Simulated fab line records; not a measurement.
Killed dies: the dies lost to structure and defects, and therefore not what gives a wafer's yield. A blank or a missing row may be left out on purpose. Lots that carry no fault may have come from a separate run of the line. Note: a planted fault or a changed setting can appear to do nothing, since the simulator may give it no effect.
Struck lot and sound lot, side by side | flow n5Finfet | 16 out of 1938 route steps
Sound: these wafers, L830.1, L830.2, L830.5. Wafers struck: L838.2, L838.3, L838.5. The cause is named last.
For every step that has rows: the tool of each side, followed by ch and its chambers, followed by its first start. Under that, the readings that differ: sound wafers | struck wafers | difference of the means | sigmas: that difference in standard deviations of wafers without a fault.
alike: same words and numbers on both sides, and readings whose means sit less than 2 such deviations apart. not compared: any withheld reading, any reading some wafer has no value for, any bound like >300 that may hide the same value, and any number with overlapping values for which the record gives no deviation.
The two part at a step that has a row with sigmas, a row that says differs or no value, or rows on one side only. Numbers that have no deviation but don't overlap get no sigmas and don't part them. Lack of a reading on every wafer of one side parts them only where that side has two or more wafers.

first, 1 step without rows for these wafers: N5_HKMG_FIN_ETCH_86 (etches SOC in N2/H2, stops on TiN, target depth 393.2 nm).
N5_HKMG_FIN_STRIP_89: strips SOC in N2/H2, time 20 s.
  sound on rieDiel-05 ch 1,2, day 5 22:52; struck on rieDiel-04 ch 0,2, day 8 07:19
reading                      | sound          | struck         | difference | sigmas
showerheadPlenumPTorr (Torr) | 3.13 3.28 3.13 | 3.41 3.43 3.43 | +0.24      | +2
throttleValvePct (%)         | 19.5 18.9 19.5 | 19.0 18.4 18.4 | -0.7       | -2
  alike: drypumpMotorCurrentA, oesProductAu, rfVppV
  not compared: rfHoursCounterH
then, 1 step without rows for these wafers: N5_HKMG_FIN_WET_ETCH_87 (etches TiN in SC1, time 154.2 s, target depth 4.7 nm, rinse time 30 s).
N5_HKMG_FIN_STRIP_88: strips in N2/H2, time 360 s.
  sound on plasmaAsher-01 ch 0,1, day 5 23:04; struck on plasmaAsher-02 ch 1, day 8 07:30
  alike: drypumpMotorCurrentA, heaterPowerW
  not compared: rfHoursCounterH
N5_HKMG_FIN_NWFM_ALD_20: deposits TiAlC, target thk 2 nm, pulse time 3 s, purge time 2 s.
  sound on aldMetal-04 ch 1,2, day 5 23:26; struck on aldMetal-03 ch 1,3, day 8 07:53
  alike: chamberPressureTorr, heaterPowerW, precursorPulseHeightRel
then, 3 steps without rows for these wafers: N5_HKMG_FIN_ALD_71 (deposits TiN, target thk 1 nm, pulse time 1 s, purge time 3 s); N5_HKMG_FIN_COAT_66 (time 60 s, resist thk 300 nm); N5_HKMG_FIN_ETCH_67 (etches SOC in N2/H2, stops on TiN, target depth 388.9 nm).
N5_HKMG_FIN_STRIP_90: strips SOC in N2/H2, time 20 s.
  sound on rieDiel-05 ch 0,3, day 5 23:56; struck on rieDiel-01 ch 1,3, day 8 08:23
  alike: drypumpMotorCurrentA, oesProductAu, rfVppV, showerheadPlenumPTorr, throttleValvePct
  not compared: rfHoursCounterH
then, 2 steps without rows for these wafers: N5_HKMG_FIN_WET_ETCH_73 (etches the open film in SC1, time 42.3 s, target depth 1.3 nm, rinse time 30 s); N5_HKMG_FIN_ETCHBACK_68 (etches the open film in Cl2/Ar, stops on HfO2, target depth 0.5 nm).
N5_HKMG_FIN_STRIP_69: strips in N2/H2, time 360 s.
  sound on plasmaAsher-01 ch 0,1, day 6 00:14; struck on plasmaAsher-01 ch 0,1, day 8 08:42
  alike: drypumpMotorCurrentA, heaterPowerW
  not compared: rfHoursCounterH
N5_HKMG_FIN_ALD_21: deposits TiN, target thk 1.5 nm, pulse time 1 s, purge time 3 s.
  sound on aldMetal-04 ch 0,2,3, day 6 00:38; struck on aldMetal-04 ch 0,1,3, day 8 09:05
  no value came back on the struck wafers for aldCycles, chamberPressureTorr (Torr), heaterPowerW (W), precursorPulseHeightRel; on the sound wafers aldCycles reads 68 68 68
then, 1 step without rows for these wafers: N5_HKMG_FIN_ALD_72 (deposits W, target thk 2 nm, pulse time 1 s, purge time 2 s).
N5_BEOL_M4_RC_MEAS_101:
  the record has rows for the sound wafers here (prober-01 ch 0, day 9 22:13) and none for the struck ones
-- the record jumps here: 8 days lie between the struck wafers' starts before and after (it left off in module BEOL_M4 and takes up again in module PASSIVATION, whose first step shown is number 1936 of the route) --
N5_PASSIVATION_PROBE_49:
  only the struck wafers here have rows in the record (prober-01, day 16 10:02); the sound ones have none

## WHERE THEY PART
Last at N5_PASSIVATION_PROBE_49 as far as this record goes, first at N5_HKMG_FIN_STRIP_89.

WHY: the cause the simulator had injected
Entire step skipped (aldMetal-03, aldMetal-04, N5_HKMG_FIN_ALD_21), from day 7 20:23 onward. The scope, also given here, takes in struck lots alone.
